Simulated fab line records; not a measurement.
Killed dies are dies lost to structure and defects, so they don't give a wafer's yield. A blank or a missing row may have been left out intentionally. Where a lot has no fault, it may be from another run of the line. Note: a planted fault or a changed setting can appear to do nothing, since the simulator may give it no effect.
Code-filled problem report in 8D (eight disciplines) form + flow n5Finfet + the parts of the form that need people (team, actions taken, sign-off) are left out

== 1. PROBLEM STATEMENT ==
At N5_BEOL_M9_SPUTTER_48, cathodeDcPowerW averages 34494 W over 2 wafers from 2 lots, while fault-free wafers read 26000 W, standard deviation 4.9. That is +99 or more standard deviations from the usual mean.
The step: material Cu, target thk 12 nm, time 2 s.
First seen on wafer L385.4, day 15 06:48, on pvdSputter-01. The record has a number at this step for 36 wafers belonging to 12 lots. By rule, "out" or "out of limits" means more than 4 standard deviations away from the usual mean. The other wafers with a number count as sound.

== 2. WHAT IT IS, WHAT IT ISN'T ==
| question                    | is                | is not                                                              |
|-----------------------------|-------------------|---------------------------------------------------------------------|
| which readings at this step | cathodeDcPowerW   | throttleValvePct                                                    |
| which lots                  | L385, L386        | L371, L372, L373, L375, L377, L378, L379, L380, L381, L382          |
| which wafers of those lots  | L385.4, L386.2    | L385.1, L385.2, L386.3, L386.5                                      |
| read on which tools         | pvdSputter-01     | pvdSputter-02, pvdSputter-03                                        |
| when                        | from day 15 06:48 | up to then (32 sound wafers); but 2 sound wafers of L386 came after |

== 3. SUSPECTS, AND WHAT RULES EACH OUT ==
Counting: if a tool at a process step up to the reading ran every lot that is out, it stays a suspect. Sound lots after the first of them don't rule it out here, since some wafers of a struck lot are sound.
- pvdSputter-01 at N5_BEOL_M9_SPUTTER_48 (material Cu, target thk 12 nm, time 2 s): kept. It ran every lot that is out, first L385 (day 15 06:48); its last sound lot up to then is L381 (day 14 16:05). Its own cathodeDcPowerW readings are out on those wafers.
After counting, what remains is pvdSputter-01 at N5_BEOL_M9_SPUTTER_48.

== 4. THE CAUSE (what the simulator had put in) ==
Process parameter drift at N5_BEOL_M9_SPUTTER_48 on pvdSputter-01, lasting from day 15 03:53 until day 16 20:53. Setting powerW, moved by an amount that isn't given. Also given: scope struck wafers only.
The count eliminated every tool but this one.

== 5. SEQUENCE OF EFFECTS, ordered by route ==
Each row: a reading where the mean over the struck wafers with a number is more than 3 standard deviations away from the usual. Only readings for which the record gives a usual standard deviation are gone through. hours: the time from each lot's start at the first step in this table that gives one to its start at this step, as a median over the lots. sigmas: the change in usual standard deviations.
| hours | step                  | reading         | usual   | on struck wafers | change | sigmas      |
|-------|-----------------------|-----------------|---------|------------------|--------|-------------|
| 0     | N5_BEOL_M9_SPUTTER_48 | cathodeDcPowerW | 26000 W | 34494            | +8494  | +99 or more |
It contains these process steps:
- N5_BEOL_M9_SPUTTER_48: material Cu, target thk 12 nm, time 2 s.

== 6. WHAT WOULD HAVE CAUGHT IT SOONER ==
In this record no reading fell out of limits until day 15 06:48, 3 hours after the fault had begun at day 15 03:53.
